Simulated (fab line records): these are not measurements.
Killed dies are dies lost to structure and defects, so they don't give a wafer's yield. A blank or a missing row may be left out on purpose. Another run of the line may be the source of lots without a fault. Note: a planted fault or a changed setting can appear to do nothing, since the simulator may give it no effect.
fab line records | flow n5Finfet | part 1 of 2: steps 1 to 3 of 6
[record] lots = 24 wafers = 72 lastDay = 19
route steps=1938 shown BEOL_M8@1352
lots untouched by any fault: they come from a run of this same line in which no faults occurred
startH: start of the lot's first displayed wafer, in hours after the record's first day | waitH: hours since the lot's step before | " as in the row above | L1.1+2: a single row standing in for several wafers | - either no value or no given start | * or withheld: withheld | < > ~ a bound
route shown NAME@n: a module of which the file shows steps, and the number in the route of the first | usual: average and standard deviation across the fault-free wafers | same: alike in all rows | chamber/n: place in a boat | sites: each site's reading | _std_site: how widely they spread, as a standard deviation | _edge_site: the outer-site mean with the inner-site mean subtracted | radiusMm: for every site, how far away it sits from the centre of the wafer | mask NAME#n: copy n | behind: tool/chamber where the wafer was last shaped | hold: cause of the lot's hold/its duration in hours/its outcome | device: whichever transistor did not switch (one of n, p or np) | end of line: the same wafers' tests at the end of the route | for a step that has no rows: nothing shown but its recipe | killed: at the first sort, the dies lost to defects and structure; wafer yield is something else | map: a wafer's dies, x killed, . not, _ none there
set.NAME: setting as actually run; set.NAME@STEP: the setting as run at that earlier step | model.NAME: the simulator's own value behind a step, which no gauge read
route steps across a sampled set of lots; one table per step, one row per wafer
services: the hour from which a tool's chamber was out of use, counted from the record's first day as startH (under 0 if before that day), plus the number of hours and why
[[steps]]
[step N5_BEOL_M8_STRIP_67]
[recipe] chemistry = CF4 resist = SiARC powerW = 300 biasPowerW = 75 pressureMtorr = 50 cf4FlowSccm = 150 rfFrequencyHz = 6e+07
[usual] cf4FlowSccm = 150.0/0.47 drypumpMotorCurrentA = 5.9/0.5 oesProductAu = 0.78/0.071 rfVppV = 271.8/1.4 showerheadPlenumPTorr = 1.83/0.049 throttleValvePct = 13.59/0.24
// columns lot.wafer tool chamber startH waitH cf4FlowSccm drypumpMotorCurrentA oesProductAu rfHoursCounterH rfVppV showerheadPlenumPTorr throttleValvePct
L074.2 rieDiel-02 0 226.08 0.0 150.3 6.2 0.72 198 272.3 1.86 13.70
L074.3 " 3 " " 149.6 5.8 0.81 108 272.5 1.88 13.70
L074.5 " 3 " " 149.1 5.8 0.82 - 273.4 1.88 13.70
L075.2 rieDiel-03 2 236.36 0.0 150.3 5.8 0.84 52 274.0 1.89 13.63
L075.4 " 0 " " 149.9 6.4 0.90 24 272.1 1.83 13.27
L075.6 " 0 " " 150.3 6.4 0.90 - 272.0 1.83 13.28
L077.2 rieDiel-05 3 241.80 0.0 150.1 6.4 0.71 212 272.2 1.85 13.87
L077.4 " 0 " " 150.2 5.7 0.73 150 271.8 1.87 13.76
L077.6 " 2 " " 150.0 5.9 0.69 - 272.3 1.84 13.61
L078.2 rieDiel-03 3 257.33 0.0 151.3 6.1 0.74 186 269.9 1.79 13.75
L078.3 " 1 " " 150.3 6.7 0.73 204 272.0 1.84 13.40
L078.5 " 1 " " 151.1 6.7 0.72 - 272.6 1.84 13.41
L076.1 rieDiel-05 3 257.57 0.0 149.8 6.4 0.71 218 271.1 1.85 13.91
L076.2 " 0 " " 150.6 5.7 0.72 157 274.6 1.87 13.75
L076.5 " 1 " " 150.1 4.9 0.84 - 269.1 1.74 13.36
L079.1 rieDiel-02 2 260.29 0.0 149.8 6.0 0.90 18 273.0 1.90 13.44
L079.2 " 0 " " 150.1 6.2 0.70 209 271.5 1.85 13.70
L079.4 " 1 " " 149.4 4.9 0.84 65 270.9 1.75 13.46
L080.3 rieDiel-03 0 263.19 0.0 150.2 6.4 0.88 32 271.6 1.83 13.29
L080.5 " 3 " " 149.6 6.1 0.74 - 272.0 1.78 13.73
L080.6 " 0 " " 150.5 6.4 0.87 - 272.0 1.83 13.29
L081.2 rieDiel-05 0 269.37 0.0 149.9 5.7 0.72 161 271.7 1.86 13.78
L081.3 " 2 " " 150.6 5.9 0.95 1 272.7 1.84 13.04
L081.5 " 3 " " 149.1 6.4 0.70 - 273.4 1.85 13.87
L082.1 rieDiel-05 1 281.24 0.0 149.1 4.9 0.84 83 272.1 1.74 13.36
L082.3 " 0 " " 150.2 5.7 0.72 166 273.1 1.86 13.79
L082.4 " 2 " " 149.8 5.9 0.92 6 270.4 1.84 13.06
L083.1 rieDiel-03 1 286.42 0.0 150.0 6.7 0.72 214 272.7 1.84 13.43
L083.3 " 0 " " 149.9 6.4 0.87 40 269.3 1.83 13.31
L083.5 " 2 " " 150.2 5.8 0.82 - 273.9 1.89 13.71
L084.2 rieDiel-02 0 292.60 0.0 149.7 6.2 0.70 220 272.5 1.85 13.74
L084.4 " 3 " " 149.7 5.8 0.79 131 273.8 1.87 13.75
L084.6 " 0 " " 149.0 6.2 0.70 - 271.2 1.85 13.74
L086.1 rieDiel-05 0 293.74 0.0 150.6 5.7 0.71 170 274.1 1.86 13.79
L086.3 " 3 " " 150.1 6.4 0.70 230 272.2 1.84 13.92
L086.4 " 2 " " 150.4 5.9 0.92 9 270.1 1.84 13.06
L087.1 rieDiel-03 3 306.81 0.0 149.9 6.1 0.73 207 270.8 1.78 13.76
L087.2 " 0 " " 150.2 6.4 0.85 50 271.0 1.83 13.33
L087.5 " 2 " " 150.6 5.8 0.81 - 272.8 1.89 13.73
L085.1 rieDiel-05 1 306.82 0.0 149.5 4.9 0.82 91 270.9 1.73 13.38
L085.4 " 2 " " 150.8 5.9 0.90 13 271.7 1.84 13.08
L085.5 " 3 " " 149.8 6.3 0.69 - 272.1 1.84 13.92
L088.2 rieDiel-03 3 312.57 0.0 150.4 6.1 0.72 210 272.2 1.78 13.77
L088.3 " 0 " " 150.7 6.4 0.84 52 270.2 1.83 13.34
L088.5 " 3 " " 149.8 6.1 0.72 - 270.6 1.78 13.77
L089.2 rieDiel-05 1 316.91 0.0 150.0 4.9 0.82 95 270.6 1.73 13.41
L089.3 " 0 " " 150.1 5.6 0.71 179 272.2 1.86 13.83
L089.4 " 2 " " 150.0 5.9 0.89 17 271.6 1.84 13.08
L090.1 rieDiel-03 2 324.84 0.0 149.8 5.8 0.80 88 272.7 1.88 13.73
L090.3 " 1 " " 149.9 6.7 0.71 224 270.6 1.84 13.46
L090.6 " 2 " " 150.3 5.8 0.80 - 271.4 1.88 13.72
L091.2 rieDiel-02 1 336.95 0.0 150.6 4.9 0.81 91 268.6 1.74 13.51
L091.5 " 1 " " 150.0 5.0 0.81 - 270.7 1.74 13.50
L091.6 " 2 " " 150.7 6.1 0.85 - 274.0 1.89 13.49
L092.1 rieDiel-05 1 339.04 0.0 149.3 4.9 0.81 98 269.9 1.73 13.39
L092.5 " 2 " " 149.9 6.0 0.89 - 272.7 1.84 13.10
L092.6 " 0 " " 150.4 5.7 0.70 - 273.4 1.86 13.83
L093.2 rieDiel-03 0 341.80 0.0 149.9 6.4 0.83 66 272.3 1.82 13.37
L093.4 " 2 " " 150.2 5.8 0.80 96 271.6 1.88 13.76
L093.6 " 2 " " 149.8 5.8 0.80 - 273.6 1.88 13.74
L094.2 rieDiel-05 1 344.64 0.0 149.5 4.9 0.81 102 272.2 1.73 13.40
L094.5 " 1 " " 150.0 4.9 0.80 - 270.5 1.73 13.40
L094.6 " 2 " " 150.7 5.9 0.88 - 273.5 1.83 13.09
L095.2 rieDiel-03 1 351.91 0.0 150.1 6.7 0.70 238 272.5 1.83 13.47
L095.5 " 0 " " 149.3 6.4 0.82 - 272.2 1.82 13.38
L095.6 " 3 " " 150.5 6.1 0.70 - 272.3 1.77 13.82
L096.1 rieDiel-03 3 363.88 0.0 150.6 6.1 0.70 229 271.5 1.77 13.83
L096.3 " 1 " " 149.0 6.7 0.69 241 270.1 1.83 13.50
L096.4 " 0 " " 150.4 6.4 0.82 74 271.3 1.82 13.36
L097.2 rieDiel-02 2 377.67 0.0 149.9 6.0 0.84 60 273.2 1.88 13.54
L097.3 " 3 " " 150.6 5.8 0.76 164 273.6 1.86 13.85
L097.5 " 3 " " 149.4 5.8 0.76 - 270.8 1.86 13.85
[step N5_BEOL_M8_ETCH_66]
[recipe] chemistry = N2/H2 target = SOC targetDepthA = 800 overetchA = 160 maskMaterial = SiARC tempC = 40 timeS = 120 ionEnergyEv = 200 pressureMtorr = 30 sourceW = 840 biasW = 150 n2FlowSccm = 200 h2FlowSccm = 200
[usual] drypumpMotorCurrentA = 6.0/0.48 oesProductAu = 0.60/0.055 rfVppV = 525.5/2.3 showerheadPlenumPTorr = 2.60/0.075 throttleValvePct = 17.82/0.24
// columns lot.wafer tool chamber startH waitH drypumpMotorCurrentA oesProductAu rfHoursCounterH rfVppV showerheadPlenumPTorr throttleValvePct
L074.2 rieDiel-05 3 229.29 0.0 6.4 0.55 208 525.7 2.62 17.92
L074.3 " 2 " " 5.9 0.53 247 525.3 2.61 17.66
L074.5 " 0 " " 5.7 0.56 - 525.7 2.66 18.09
L075.2 rieDiel-02 3 237.25 0.0 5.8 0.62 111 526.8 2.67 18.02
L075.4 " 3 " " 5.8 0.62 - 528.5 2.67 18.00
L075.6 " 1 " " 5.0 0.66 - 521.2 2.49 17.83
L077.2 rieDiel-02 1 243.88 0.0 5.0 0.66 59 521.9 2.49 17.84
L077.4 " 0 " " 6.2 0.54 203 526.2 2.62 17.84
L077.6 " 2 " " 6.1 0.71 - 529.6 2.71 17.70
L078.2 rieDiel-02 0 259.16 0.0 6.2 0.55 209 526.0 2.62 17.85
L078.3 " 3 " " 5.8 0.61 119 528.4 2.66 18.02
L078.5 " 3 " " 5.8 0.61 - 525.8 2.66 18.03
L076.1 rieDiel-03 2 259.22 0.0 5.8 0.64 60 528.0 2.70 18.09
L076.2 " 1 " " 6.7 0.55 205 526.3 2.63 17.54
L076.5 " 2 " " 5.8 0.64 - 528.1 2.70 18.07
L079.1 rieDiel-03 0 261.77 0.0 6.4 0.67 31 524.0 2.59 17.54
L079.2 " 1 " " 6.7 0.55 206 526.2 2.63 17.52
L079.4 " 3 " " 6.2 0.57 188 522.7 2.52 17.89
L080.3 rieDiel-05 2 265.06 0.0 6.0 0.75 0 525.6 2.60 17.27
L080.5 " 2 " " 6.0 0.75 - 526.6 2.60 17.28
L080.6 " 3 " " 6.4 0.54 - 526.1 2.61 17.97
L081.2 rieDiel-03 0 274.31 0.0 6.4 0.66 35 525.7 2.59 17.55
L081.3 " 3 " " 6.1 0.56 191 522.8 2.52 17.90
L081.5 " 2 " " 5.8 0.64 - 527.7 2.69 18.08
L082.1 rieDiel-03 1 285.69 0.0 6.7 0.55 214 525.1 2.62 17.56
L082.3 " 2 " " 5.8 0.63 70 527.4 2.69 18.08
L082.4 " 0 " " 6.4 0.66 40 524.8 2.59 17.57
L083.1 rieDiel-02 0 288.67 0.0 6.2 0.54 218 526.0 2.62 17.87
L083.3 " 2 " " 6.1 0.68 28 529.1 2.70 17.72
L083.5 " 0 " " 6.2 0.53 - 526.2 2.62 17.87
L084.2 rieDiel-03 0 295.67 0.0 6.4 0.66 44 526.5 2.58 17.56
L084.4 " 3 " " 6.1 0.56 - 523.8 2.52 17.90
L084.6 " 0 " " 6.4 0.66 - 525.4 2.58 17.56
L086.1 rieDiel-02 2 295.92 0.0 6.0 0.67 30 529.3 2.70 17.72
L086.3 " 0 " " 6.2 0.53 220 526.4 2.62 17.88
L086.4 " 1 " " 5.0 0.64 76 520.7 2.48 17.86
L085.1 rieDiel-03 3 307.85 0.0 6.1 0.55 208 524.0 2.51 17.92
L085.4 " 3 " " 6.1 0.55 - 522.4 2.51 17.92
L085.5 " 2 " " 5.8 0.63 - 527.9 2.69 18.10
L087.1 rieDiel-05 2 310.44 0.0 6.0 0.69 14 524.9 2.60 17.30
L087.2 " 1 " " 4.9 0.63 92 521.6 2.45 17.54
L087.5 " 1 " " 4.9 0.63 - 520.0 2.45 17.53
L088.2 rieDiel-03 0 316.51 0.0 6.4 0.65 54 525.6 2.58 17.57
L088.3 " 1 " " 6.7 0.55 221 525.3 2.62 17.57
L088.5 " 2 " " 5.8 0.62 - 526.9 2.69 18.12
L089.2 rieDiel-05 2 318.62 0.0 5.9 0.69 17 524.9 2.60 17.30
L089.3 " 1 " " 4.9 0.62 95 520.9 2.45 17.54
L089.4 " 3 " " 6.4 0.52 239 526.1 2.60 17.98
L090.1 rieDiel-02 1 328.88 0.0 5.0 0.63 87 521.9 2.48 17.88
L090.3 " 2 " " 6.0 0.66 41 527.1 2.70 17.75
L090.6 " 0 " " 6.2 0.54 - 526.0 2.61 17.90
L091.2 rieDiel-03 0 338.57 0.0 6.4 0.64 65 525.3 2.58 17.60
L091.5 " 3 " " 6.1 0.54 - 522.2 2.51 17.95
L091.6 " 0 " " 6.4 0.64 - 525.1 2.58 17.60
L092.1 rieDiel-03 3 340.15 0.0 6.1 0.55 221 523.0 2.51 17.93
L092.5 " 1 " " 6.7 0.53 - 525.9 2.62 17.58
L092.6 " 0 " " 6.4 0.63 - 524.1 2.58 17.59
L093.2 rieDiel-02 0 344.23 0.0 6.2 0.53 239 526.2 2.61 17.92
L093.4 " 1 " " 5.0 0.62 94 521.3 2.47 17.88
L093.6 " 2 " " 6.1 0.65 - 525.8 2.69 17.76
L094.2 rieDiel-05 2 345.82 0.0 5.9 0.67 24 525.3 2.59 17.31
L094.5 " 1 " " 4.9 0.61 - 521.1 2.45 17.55
L094.6 " 2 " " 5.9 0.67 - 524.3 2.59 17.32
L095.2 rieDiel-03 2 352.89 0.0 5.8 0.61 100 527.8 2.68 18.14
L095.5 " 3 " " 6.2 0.54 - 523.6 2.51 17.95
L095.6 " 2 " " 5.8 0.60 - 528.2 2.68 18.14
L096.1 rieDiel-02 2 368.20 0.0 6.0 0.64 57 529.3 2.69 17.79
L096.3 " 3 " " 5.8 0.59 160 526.4 2.65 18.10
L096.4 " 1 " " 5.0 0.62 102 521.1 2.47 17.91
L097.2 rieDiel-05 0 379.34 0.0 5.7 0.53 193 526.0 2.64 18.15
L097.3 " 0 " " 5.7 0.54 - 526.8 2.64 18.16
L097.5 " 0 " " 5.7 0.54 - 527.7 2.64 18.17
[step N5_BEOL_M8_STRIP_36]
[recipe] chemistry = N2/H2 powerW = 450 tempC = 40 pressureMtorr = 20 rfFrequencyHz = 6e+07 overashFraction = 0.3 biasPowerW = 7 h2Frac = 0.5 n2FlowSccm = 200 h2FlowSccm = 200
[usual] drypumpMotorCurrentA = 6.0/0.48 oesProductAu = 0.79/0.075 rfVppV = 59.0/1.3 showerheadPlenumPTorr = 2.60/0.075 throttleValvePct = 23.7/0.31
[same] overashFraction = 0.3
// columns lot.wafer tool chamber startH waitH drypumpMotorCurrentA oesProductAu rfHoursCounterH rfVppV showerheadPlenumPTorr throttleValvePct
L074.2 rieDiel-05 3 229.44 0.0 6.4 0.71 208 60.4 2.61 23.6
L074.3 " 2 " " 5.9 0.69 247 60.5 2.60 23.3
L074.5 " 0 " " 5.7 0.72 - 58.1 2.66 24.0
L075.2 rieDiel-02 3 237.40 0.0 5.8 0.80 111 58.1 2.66 23.9
L075.4 " 3 " " 5.8 0.82 - 61.3 2.66 24.0
L075.6 " 1 " " 5.0 0.84 - 58.8 2.48 23.8
L077.2 rieDiel-02 1 244.04 0.0 5.0 0.84 59 58.5 2.48 23.8
L077.4 " 0 " " 6.2 0.71 203 61.2 2.62 23.6
L077.6 " 2 " " 6.0 0.92 - 59.2 2.71 23.5
L078.2 rieDiel-02 0 259.31 0.0 6.2 0.70 209 60.0 2.62 23.6
L078.3 " 3 " " 5.8 0.79 119 58.3 2.66 24.0
L078.5 " 3 " " 5.8 0.80 - 58.6 2.66 24.0
L076.1 rieDiel-03 2 259.38 0.0 5.8 0.82 60 58.7 2.69 24.1
L076.2 " 1 " " 6.7 0.71 205 57.3 2.62 23.2
L076.5 " 2 " " 5.8 0.84 - 59.4 2.69 24.1
L079.1 rieDiel-03 0 261.92 0.0 6.4 0.87 31 60.8 2.59 23.4
L079.2 " 1 " " 6.7 0.72 206 57.3 2.62 23.2
L079.4 " 3 " " 6.1 0.74 188 58.4 2.52 23.7
L080.3 rieDiel-05 2 265.21 0.0 5.9 0.98 0 58.4 2.60 23.1
L080.5 " 2 " " 5.9 0.98 - 58.9 2.60 23.1
L080.6 " 3 " " 6.4 0.70 - 60.4 2.60 23.6
L081.2 rieDiel-03 0 274.46 0.0 6.4 0.87 35 58.3 2.58 23.4
L081.3 " 3 " " 6.1 0.73 191 59.1 2.52 23.7
L081.5 " 2 " " 5.8 0.84 - 57.4 2.69 24.1
L082.1 rieDiel-03 1 285.84 0.0 6.7 0.71 214 59.6 2.62 23.2
L082.3 " 2 " " 5.8 0.82 70 59.7 2.69 24.1
L082.4 " 0 " " 6.4 0.86 40 59.2 2.58 23.4
L083.1 rieDiel-02 0 288.83 0.0 6.1 0.69 218 59.6 2.61 23.6
L083.3 " 2 " " 6.0 0.88 28 60.4 2.70 23.5
L083.5 " 0 " " 6.2 0.69 - 59.4 2.61 23.6
L084.2 rieDiel-03 0 295.82 0.0 6.4 0.84 44 59.6 2.58 23.4
L084.4 " 3 " " 6.1 0.72 - 59.2 2.51 23.7
L084.6 " 0 " " 6.4 0.84 - 58.3 2.58 23.4
L086.1 rieDiel-02 2 296.08 0.0 6.1 0.88 30 57.8 2.70 23.5
L086.3 " 0 " " 6.2 0.70 220 59.6 2.61 23.7
L086.4 " 1 " " 5.0 0.84 76 58.0 2.48 23.8
L085.1 rieDiel-03 3 308.01 0.0 6.1 0.72 208 61.2 2.51 23.7
L085.4 " 3 " " 6.2 0.73 - 62.3 2.51 23.7
L085.5 " 2 " " 5.8 0.81 - 59.7 2.68 24.1
L087.1 rieDiel-05 2 310.59 0.0 5.9 0.91 14 59.0 2.59 23.1
L087.2 " 1 " " 4.9 0.82 92 55.6 2.45 23.2
L087.5 " 1 " " 4.9 0.81 - 61.1 2.45 23.2
L088.2 rieDiel-03 0 316.66 0.0 6.4 0.83 54 60.6 2.58 23.5
L088.3 " 1 " " 6.7 0.69 221 59.1 2.62 23.2
L088.5 " 2 " " 5.8 0.81 - 58.0 2.68 24.1
L089.2 rieDiel-05 2 318.77 0.0 5.9 0.91 17 60.7 2.59 23.2
L089.3 " 1 " " 4.9 0.81 95 59.2 2.45 23.2
L089.4 " 3 " " 6.4 0.68 239 59.0 2.60 23.7
L090.1 rieDiel-02 1 329.03 0.0 5.0 0.81 87 58.4 2.47 23.8
L090.3 " 2 " " 6.0 0.86 41 58.3 2.69 23.5
L090.6 " 0 " " 6.2 0.68 - 59.6 2.61 23.7
L091.2 rieDiel-03 0 338.72 0.0 6.4 0.83 65 59.2 2.57 23.5
L091.5 " 3 " " 6.1 0.71 - 57.1 2.50 23.7
L091.6 " 0 " " 6.4 0.82 - 59.3 2.57 23.5
L092.1 rieDiel-03 3 340.31 0.0 6.1 0.71 221 57.9 2.50 23.7
L092.5 " 1 " " 6.7 0.69 - 59.3 2.61 23.2
L092.6 " 0 " " 6.5 0.82 - 59.0 2.57 23.4
L093.2 rieDiel-02 0 344.39 0.0 6.2 0.68 239 59.6 2.60 23.7
L093.4 " 1 " " 5.0 0.80 94 55.8 2.47 23.8
L093.6 " 2 " " 6.1 0.85 - 59.9 2.69 23.6
L094.2 rieDiel-05 2 345.97 0.0 5.9 0.90 24 58.9 2.59 23.2
L094.5 " 1 " " 4.9 0.81 - 59.9 2.45 23.2
L094.6 " 2 " " 5.9 0.90 - 57.6 2.59 23.2
L095.2 rieDiel-03 2 353.04 0.0 5.8 0.79 100 59.2 2.68 24.1
L095.5 " 3 " " 6.1 0.71 - 57.1 2.50 23.7
L095.6 " 2 " " 5.8 0.79 - 59.5 2.68 24.1
L096.1 rieDiel-02 2 368.35 0.0 6.1 0.84 57 59.3 2.69 23.5
L096.3 " 3 " " 5.8 0.77 160 60.5 2.64 24.0
L096.4 " 1 " " 5.0 0.80 102 58.8 2.46 23.8
L097.2 rieDiel-05 0 379.57 0.0 5.7 0.69 193 61.2 2.64 24.1
L097.3 " 0 " " 5.7 0.69 - 58.5 2.64 24.1
L097.5 " 0 " " 5.7 0.70 - 58.8 2.64 24.1
